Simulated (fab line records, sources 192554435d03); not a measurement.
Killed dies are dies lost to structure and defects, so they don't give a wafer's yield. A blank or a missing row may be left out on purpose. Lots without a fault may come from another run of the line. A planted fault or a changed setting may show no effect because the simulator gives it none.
fab line records | flow n5_finfet
record lots=6 wafers=18 last_day=16
route steps=1938 shown BEOL_M14@1767 BEOL_M15@1773 PASSIVATION@1936
lots that met no fault: from a run of the same line without faults
start_h: hours from the record's first day to the start of the lot's first wafer shown | wait_h: hours since the lot's step before | " the same as in the row above | L1.1+2: a row that stands for several wafers | - no value, or no start given | * or withheld: withheld | < > ~ a bound
route shown NAME@n: a module of which the file shows steps, and the number in the route of the first | usual: mean/standard deviation of fault-free wafers | same: alike in all rows | chamber/n: place in a boat | sites: the reading at each site | _std_site: their standard deviation | _edge_site: outer sites' mean less inner sites' | radius_mm: how far each site lies from the wafer's centre | mask NAME#n: copy n | behind: the tool/chamber that last shaped the wafer | hold: why the lot was held/for how many hours/how that ended | device: the transistor (n, p or np) that didn't switch | end of line: the same wafers' tests at the end of the route | a step without rows: its recipe alone | killed: dies lost to structure and defects at the first sort, not the wafer's yield | map: a wafer's dies, x killed, . not, _ none there
set.NAME: the setting as run; set.NAME@STEP: as run at that earlier step | model.NAME: the simulator's own value behind a step, which no gauge read
lots at some steps of the route; a table a step, a row a wafer
services: from which hour (start_h, from the record's first day; less than 0 if before it) a tool's chamber was out of use, for how many hours, and why
## steps
# step N5_BEOL_M14_CMP_49
# recipe stop_on=SiO2 t_overpolish_s=5.2 down_force_psi=2 platen_rpm=80 clearing_platen_down_force_psi=2 clearing_platen_rpm=80 post_cmp_clean=cu_alkaline target_thk_nm=560 clearing_platen_pad_velocity_m_s=1.5917 pad_velocity_m_s=1.5917
# usual barrier_field_endpoint_s=11.3/0.31 clearing_platen_rpm=80.00/0.043 motor_current_A=7.8/0.66 overpolish_run_s=5.200/0.0086 pad_life_wafers=1005/370 time_to_endpoint_s=122/4.9
# columns lot.wafer tool chamber start_h wait_h barrier_field_endpoint_s clearing_platen_rpm motor_current_A overpolish_run_s pad_life_wafers time_to_endpoint_s
L181.3 cmp-03 1 262.66 0.2 11.3 79.98 8.2 5.200 804 124
L181.4 " 3 " " 11.4 80.02 7.4 5.191 806 123
L181.1 " 0 " " 11.1 80.02 8.1 5.195 807 118
L189.3 cmp-03 3 303.51 0.2 10.8 80.05 7.3 5.187 1092 118
L189.5 " 3 " " 11.1 80.08 7.1 5.196 - 124
L189.6 " 0 " " 10.7 80.01 8.1 5.189 - 115
L190.2 cmp-02 3 318.34 0.3 11.4 79.99 8.1 5.215 698 123
L190.3 " 0 " " 11.5 79.97 7.7 5.209 699 123
L190.6 " 2 " " 11.9 79.94 8.2 5.204 - 127
L192.3 cmp-01 3 318.53 0.2 11.2 80.05 7.9 5.197 1140 120
L192.2 " 1 " " 11.7 79.92 6.5 5.202 1142 124
L192.1 " 2 " " 11.4 80.02 6.9 5.199 1143 123
L193.3 cmp-01 2 321.00 0.2 11.0 80.08 7.1 5.203 1166 126
L193.1 " 3 " " 11.2 80.08 7.2 5.207 1167 125
L193.5 " 1 " " 11.9 79.98 6.3 5.213 - 132
L197.3 cmp-03 1 354.70 0.3 11.0 79.99 8.3 5.212 1497 119
L197.6 " 2 " " 10.7 79.94 8.6 5.196 - 117
L197.5 " 3 " " 11.1 80.05 7.7 5.194 - 124
# step N5_BEOL_M14_THK_MEAS_50
# recipe thk_meas_gauge=xrf reads=Cu_of_BEOL_M14_ECD_47
# usual M14_THK=565/13
# columns lot.wafer tool chamber start_h wait_h M14_THK[nm]
L181.1 film_metro-02 - 262.96 - 559
L181.3 " - " " 594
L181.4 " - " " 573
L189.3 film_metro-01 - 303.81 - 563
L189.5 " - " " 570
L189.6 " - " " 556
L190.2 film_metro-02 - 318.56 - 587
L190.3 " - " " 575
L190.6 " - " " 586
L192.1 film_metro-02 - 318.83 - 561
L192.2 " - " " 571
L192.3 " - " " 548
L193.1 film_metro-02 - 321.22 - 582
L193.3 " - " " 561
L193.5 " - " " 562
L197.3 film_metro-02 - 354.89 - 548
L197.5 " - " " 577
L197.6 " - " " 547
# step N5_BEOL_M14_PRE_CLEAN_52
# recipe gas=NH3 time_s=15 temp_c=withheld rf_power_w=300
# step N5_BEOL_M14_DEP_53
# recipe material=SiCN target_thk_a=500 temp_c=withheld precursor=3MS/NH3 pressure_torr=3 rf_w=675 time_s=17.8
# usual showerhead_plenum_p_Torr=4.155/0.022 throttle_valve_pct=18.0/1
# columns lot.wafer tool chamber start_h wait_h showerhead_plenum_p_Torr throttle_valve_pct
L181.1 pecvd-04 1 263.02 0.0 4.147 18.2
L181.3 " 0 " " 4.134 19.6
L181.4 " 0 " " 4.167 19.6
L189.3 pecvd-03 0 303.87 0.0 4.202 17.4
L189.5 " 0 " " 4.200 17.7
L189.6 " 1 " " 4.168 19.0
L190.2 pecvd-01 0 318.62 0.0 4.150 17.7
L190.3 " 1 " " 4.163 18.0
L190.6 " 0 " " 4.137 17.4
L192.1 pecvd-04 2 318.89 0.0 4.146 16.4
L192.2 " 0 " " 4.148 19.9
L192.3 " 1 " " 4.151 18.0
L193.1 pecvd-04 2 321.28 0.0 4.143 16.7
L193.3 " 1 " " 4.149 18.1
L193.5 " 2 " " 4.137 16.4
L197.3 pecvd-04 2 354.95 0.0 4.142 16.5
L197.5 " 2 " " 4.137 16.5
L197.6 " 0 " " 4.160 20.0
# step N5_BEOL_M14_RS_MEAS_54
# recipe thk_meas_gauge=four-point-probe reads=Cu_of_BEOL_M14_ECD_47+Ta_of_BEOL_M14_SPUTTER_44+TaN_of_BEOL_M14_SPUTTER_43
# usual M14_RS=0.0332/0.00064
# columns lot.wafer tool chamber start_h wait_h M14_RS[ohm/sq]
L181.1 film_metro-02 - 263.09 0.0 0.0339
L181.3 " - " " 0.0319
L181.4 " - " " 0.0332
L189.3 film_metro-02 - 303.94 0.1 0.0330
L189.5 " - " " 0.0327
L189.6 " - " " 0.0336
L190.2 film_metro-01 - 318.69 0.1 0.0323
L190.3 " - " " 0.0330
L190.6 " - " " 0.0323
L192.1 film_metro-02 - 318.96 0.0 0.0335
L192.2 " - " " 0.0329
L192.3 " - " " 0.0342
L193.1 film_metro-01 - 321.34 0.0 0.0326
L193.3 " - " " 0.0334
L193.5 " - " " 0.0334
L197.3 film_metro-01 - 355.01 0.1 0.0341
L197.5 " - " " 0.0325
L197.6 " - " " 0.0342
# step N5_BEOL_M14_INSPECT_55
# recipe inspect_instrument=darkfield mode=post_dep
# usual raw_defect_count=77/24
# columns lot.wafer tool chamber start_h wait_h raw_defect_count
L181.1 defect_inspect-01 - 263.11 0.0 71
L181.3 " - " " 91
L181.4 " - " " 128
L189.3 defect_inspect-01 - 303.96 0.0 86
L189.5 " - " " 93
L189.6 " - " " 76
L190.2 defect_inspect-01 - 318.71 0.0 115
L190.3 " - " " 69
L190.6 " - " " 85
L192.1 defect_inspect-01 - 318.98 0.0 42
L192.2 " - " " 41
L192.3 " - " " 38
L193.1 defect_inspect-02 - 321.37 0.0 50
L193.3 " - " " 101
L193.5 " - " " 76
L197.3 defect_inspect-01 - 355.04 0.0 100
L197.5 " - " " 76
L197.6 " - " " 75
# step N5_BEOL_M15_ILD_DEP_00
# recipe material=SiO2 target_thk_a=16293 temp_c=400 precursor=TEOS/O2 pressure_torr=6.5 rf_w=900 teos_flow_sccm=161.4 gas=O2 flow_sccm=2650 time_s=346.1
# usual heater_power_w=565/76 showerhead_plenum_p_Torr=8.33/0.037 throttle_valve_pct=18.4/1.1
# columns lot.wafer tool chamber start_h wait_h heater_power_w showerhead_plenum_p_Torr throttle_valve_pct
L181.1 pecvd-03 2 263.15 0.0 528 8.28 19.2
L181.3 " 1 " " 639 8.39 20.1
L181.4 " 2 " " 584 8.25 19.1
L189.3 pecvd-02 1 304.00 0.0 710 8.31 19.5
L189.5 " 0 " " 516 8.33 17.9
L189.6 " 1 " " 546 8.30 19.1
L190.2 pecvd-03 0 318.75 0.0 629 8.39 18.3
L190.3 " 1 " " 549 8.37 19.8
L190.6 " 1 " " 631 8.36 19.8
L192.1 pecvd-03 1 319.02 0.0 604 8.37 19.7
L192.2 " 2 " " 586 8.28 19.0
L192.3 " 0 " " 629 8.41 18.1
L193.1 pecvd-02 1 321.41 0.0 601 8.30 19.5
L193.3 " 0 " " 652 8.32 17.8
L193.5 " 2 " " 571 8.28 17.1
L197.3 pecvd-02 1 355.18 0.1 561 8.31 19.6
L197.5 " 1 " " 656 8.31 19.4
L197.6 " 2 " " 547 8.30 17.1
# step N5_BEOL_M15_THK_MEAS_01
# recipe reads=SiO2_of_BEOL_M15_ILD_DEP_00
# usual M15_ILD_THK=1631/21
# columns lot.wafer tool chamber start_h wait_h M15_ILD_THK[nm]
L181.1 film_metro-02 - 263.40 0.1 1625
L181.3 " - " " 1611
L181.4 " - " " 1643
L189.3 film_metro-02 - 304.25 0.1 1631
L189.5 " - " " 1662
L189.6 " - " " 1654
L190.2 film_metro-01 - 319.00 0.1 1651
L190.3 " - " " 1632
L190.6 " - " " 1647
L192.1 film_metro-01 - 319.27 0.1 1630
L192.2 " - " " 1634
L192.3 " - " " 1633
L193.1 film_metro-02 - 321.66 0.1 1608
L193.3 " - " " 1650
L193.5 " - " " 1647
L197.3 film_metro-02 - 355.44 0.1 1640
L197.5 " - " " 1644
L197.6 " - " " 1637
# step N5_BEOL_M15_COAT_58
# recipe resist=BARC temp_c=205 time_s=60 spin_rpm=1500 resist_thk_nm=89
# step N5_BEOL_M15_COAT_04
# recipe spin_rpm=1704 resist_thk_nm=800
# step N5_BEOL_M15_EBR_06
# recipe solvent=PGMEA ebr_width_mm=1.5
# step N5_BEOL_M15_SOFTBAKE_05
# recipe temp_c=130 time_s=60
# step N5_BEOL_M15_EXPOSE_07
# recipe mask_id=V14 na=0.8 source_shape=annular sigma_inner=0.5 sigma_outer=0.8 polarization=unpolarized attpsm_phase_deg=180 dose_mj=41.25
# usual exposure_dose_mJ_cm2=41.21/0.037
# same na=0.8 sigma_outer=0.8
# columns lot.wafer tool chamber start_h wait_h mask exposure_dose_mJ_cm2
L181.1 krf_scanner-02 0 263.53 - V14#0 41.21
L181.3 " 0 " " V14#0 41.19
L181.4 " 0 " " V14#0 41.17
L189.3 krf_scanner-02 0 304.39 - V14#0 39.52
L189.5 " 0 " " V14#0 39.56
L189.6 " 0 " " V14#0 39.58
L190.2 krf_scanner-02 0 319.14 - V14#0 40.15
L190.3 " 0 " " V14#0 40.15
L190.6 " 0 " " V14#0 40.10
L192.1 krf_scanner-01 0 319.53 - V14#0 41.18
L192.2 " 0 " " V14#0 41.23
L192.3 " 0 " " V14#0 41.17
L193.1 krf_scanner-01 0 321.79 - V14#0 41.25
L193.3 " 0 " " V14#0 41.23
L193.5 " 0 " " V14#0 41.23
L197.3 krf_scanner-01 0 355.70 - V14#0 41.19
L197.5 " 0 " " V14#0 41.21
L197.6 " 0 " " V14#0 41.22
# step N5_BEOL_M15_PEB_08
# recipe peb_temp_c=130 peb_time_s=90
# step N5_BEOL_M15_DEVELOP_09
# recipe develop_time_s=45 rinse_liquid=diw dry=air_spin dev_temp_c=21
# step N5_BEOL_M15_HARDBAKE_14
# recipe temp_c=130 time_s=120
# step N5_BEOL_M15_CD_MEAS_10
# recipe target_cd_nm=360 landing_energy_ev=500 detector=se_inlens polarity=opening
# usual cd_nm=359.3/1.2
# columns lot.wafer tool chamber start_h wait_h cd_nm
L181.1 cd_sem-02 0 263.70 - 360.0
L181.3 " 0 " " 360.0
L181.4 " 0 " " 356.8
L189.3 cd_sem-03 0 304.55 - 352.2
L189.5 " 0 " " 352.2
L189.6 " 0 " " 353.2
L190.2 cd_sem-02 0 319.30 - 355.1
L190.3 " 0 " " 353.4
L190.6 " 0 " " 355.6
L192.1 cd_sem-01 0 319.70 - 358.1
L192.2 " 0 " " 359.9
L192.3 " 0 " " 359.8
L193.1 cd_sem-03 0 321.96 - 359.0
L193.3 " 0 " " 359.2
L193.5 " 0 " " 359.5
L197.3 cd_sem-03 0 355.87 - 360.3
L197.5 " 0 " " 357.4
L197.6 " 0 " " 359.8
# step N5_BEOL_M15_OVL_MEAS_11
# recipe points_per_wafer=44
# usual V14_OVL=3/5.1
# columns lot.wafer tool chamber start_h wait_h V14_OVL[nm]
L181.1 overlay-02 0 263.73 0.0 14
L181.3 " 0 " " 6
L181.4 " 0 " " 9
L189.3 overlay-02 0 304.58 0.0 -4
L189.5 " 0 " " 3
L189.6 " 0 " " 10
L190.2 overlay-02 0 319.33 0.0 6
L190.3 " 0 " " 6
L190.6 " 0 " " 12
L192.1 overlay-01 0 319.73 0.0 -8
L192.2 " 0 " " -3
L192.3 " 0 " " 4
L193.1 overlay-01 0 321.99 0.0 8
L193.3 " 0 " " 4
L193.5 " 0 " " -1
L197.3 overlay-02 0 355.90 0.0 0
L197.5 " 0 " " -4
L197.6 " 0 " " -5
# step N5_PASSIVATION_PROBE_49
# usual defect_limited_yield=91.1/1.4 killed_at_M0_to_M3=33/9.1 killed_at_M4_up=14/5.6 killed_at_contacts=13/5.7 killed_at_front_end=42/12 killed_at_other=4/3 killed_dies=105/16 killed_open=69/11 killed_short=34/7.5 sort_bin_5_function=5.2/0.91 sort_bin_6_memory=3.3/0.64 sort_n_pass=1075/16 sort_yield_pct=91.1/1.4
# same gross_dies=1180 killed_at_back_side=0 sort_bin_4_leakage[%]=0 sort_bin_8_speed[%]=0
# columns lot.wafer tool chamber start_h wait_h defect_limited_yield[%] killed_at_M0_to_M3 killed_at_M4_up killed_at_contacts killed_at_front_end killed_at_other killed_dies killed_open killed_short sort_bin_5_function[%] sort_bin_6_memory[%] sort_n_pass sort_yield_pct[%]
L181.1 prober-02 - 281.80 0.0 92.5 37 14 11 26 0 88 67 20 4.0 3.4 1092 92.5
L181.3 prober-02 - 281.90 0.1 91.6 36 13 18 30 2 99 74 24 4.7 3.6 1081 91.6
L181.4 prober-02 - 281.95 0.2 91.8 32 22 18 21 4 97 62 34 5.1 3.1 1083 91.8
L189.3 prober-01 - 323.15 0.1 92.0 16 12 21 43 2 94 54 38 4.6 3.1 1086 92.0
L189.5 prober-01 - 323.25 0.2 92.5 29 4 16 39 1 89 54 33 4.4 2.9 1091 92.5
L189.6 prober-01 - 323.30 0.3 92.1 29 11 18 30 5 93 56 36 5.2 2.5 1087 92.1
# killed by level:class
L181.1 MOL_CONTACT_COAG:geometric_particle:open=10 FIN_SAQP:geometric_particle:open=9 BEOL_M1:geometric_particle:open=9 BEOL_M2:geometric_particle:open=9 STARTING-WAFER:geometric_particle:short=6 BEOL_M0:geometric_particle:open=5 BEOL_M5:geometric_particle:open=5 BEOL_M0_SAQP:geometric_particle:short=4
L181.3 MOL_CONTACT_COAG:geometric_particle:open=17 BEOL_M3:geometric_particle:open=13 STI_FIN_REVEAL:geometric_particle:open=6 BEOL_M1:geometric_particle:open=6 BEOL_M3:geometric_particle:short=6 BEOL_M4:geometric_particle:open=5 FIN_SAQP:geometric_particle:open=4 DUMMY_GATE:geometric_particle:open=4
L181.4 MOL_CONTACT_COAG:geometric_particle:open=13 BEOL_M4:geometric_particle:open=11 BEOL_M1:geometric_particle:open=8 BEOL_M3:geometric_particle:open=7 BEOL_M1:geometric_particle:short=6 MOL_CONTACT_COAG:geometric_particle:short=5 BEOL_M0_SAQP:geometric_particle:short=5 GATE_CUT:geometric_particle:open=4
L189.3 MOL_CONTACT_COAG:geometric_particle:open=17 FIN_SAQP:geometric_particle:short=8 FIN_SAQP:geometric_particle:open=7 STARTING-WAFER:geometric_particle:short=7 GATE_CUT:geometric_particle:short=6 STI_FIN_REVEAL:geometric_particle:open=5 BEOL_M0_SAQP:geometric_particle:short=5 BEOL_M4:geometric_particle:open=5
L189.5 MOL_CONTACT_COAG:geometric_particle:open=14 FIN_SAQP:geometric_particle:short=8 STI_FIN_REVEAL:geometric_particle:open=8 BEOL_M2:geometric_particle:open=7 BEOL_M0_SAQP:geometric_particle:short=6 DUMMY_GATE:geometric_particle:open=5 BEOL_M3:geometric_particle:open=5 BEOL_M0_SAQP:geometric_particle:open=3
L189.6 MOL_CONTACT_COAG:geometric_particle:open=13 FIN_SAQP:geometric_particle:short=8 BEOL_M0_SAQP:geometric_particle:open=8 GATE_CUT:geometric_particle:short=6 BEOL_M2:geometric_particle:open=6 STI_FIN_REVEAL:geometric_particle:open=5 BEOL_M0_SAQP:geometric_particle:short=5 BEOL_M4:geometric_particle:open=5
## services
# columns tool chamber start_h hours kind
cmp-01 - 238.83 2.8 repair
krf_scanner-01 - 241.14 30.8 repair
cmp-02 - 243.49 2.6 repair
cmp-03 - 250.71 4.4 repair
pecvd-03 - 254.60 0.9 repair
pecvd-04 1 258.07 2.8 repair
krf_scanner-02 - 271.90 1.3 pm
krf_scanner-01 - 273.20 1.0 pm
pecvd-04 - 277.54 5.4 repair
cmp-03 - 282.92 4.9 pm
cmp-02 - 306.34 4.8 pm
pecvd-03 1 308.67 4.0 repair
cmp-01 - 309.04 0.5 repair
krf_scanner-02 - 314.32 0.8 pm
pecvd-02 - 317.75 2.8 pm
pecvd-03 - 321.24 0.5 repair
cmp-02 - 323.75 10.4 pm
krf_scanner-01 - 333.71 1.3 pm
pecvd-01 0 334.50 3.8 repair
cmp-01 - 338.13 4.4 repair
krf_scanner-01 - 338.26 3.8 repair
krf_scanner-02 - 344.09 0.4 repair
pecvd-02 0 345.35 15.8 repair
cmp-03 - 348.60 4.6 pm
## key
first_sign step=N5_BEOL_M15_EXPOSE_07 reading=exposure_dose_mJ_cm2 direction=down sigmas=36 usual=41.21 struck=39.84
effect step=N5_BEOL_M15_CD_MEAS_10 reading=cd_nm direction=down sigmas=4.6 usual=359.3 struck=353.6 through=control_loop
met_at N5_BEOL_M15_EXPOSE_07
struck_wafers L189.3,L189.5,L189.6,L190.2,L190.3,L190.6
loop_trim step=N5_BEOL_M15_EXPOSE_07 setting=dose lots=L190
onset_between 263.53 304.39
fault kind=process_parameter_drift tool=krf_scanner-02 chamber=- onset_h=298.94 steps=N5_BEOL_M15_EXPOSE_07 channel=dose_mj offset=-1.629 shape=step acts_in=these_recipes_only stated=41.25
# loop_trim: a control loop set the setting to another value than it would have without faults
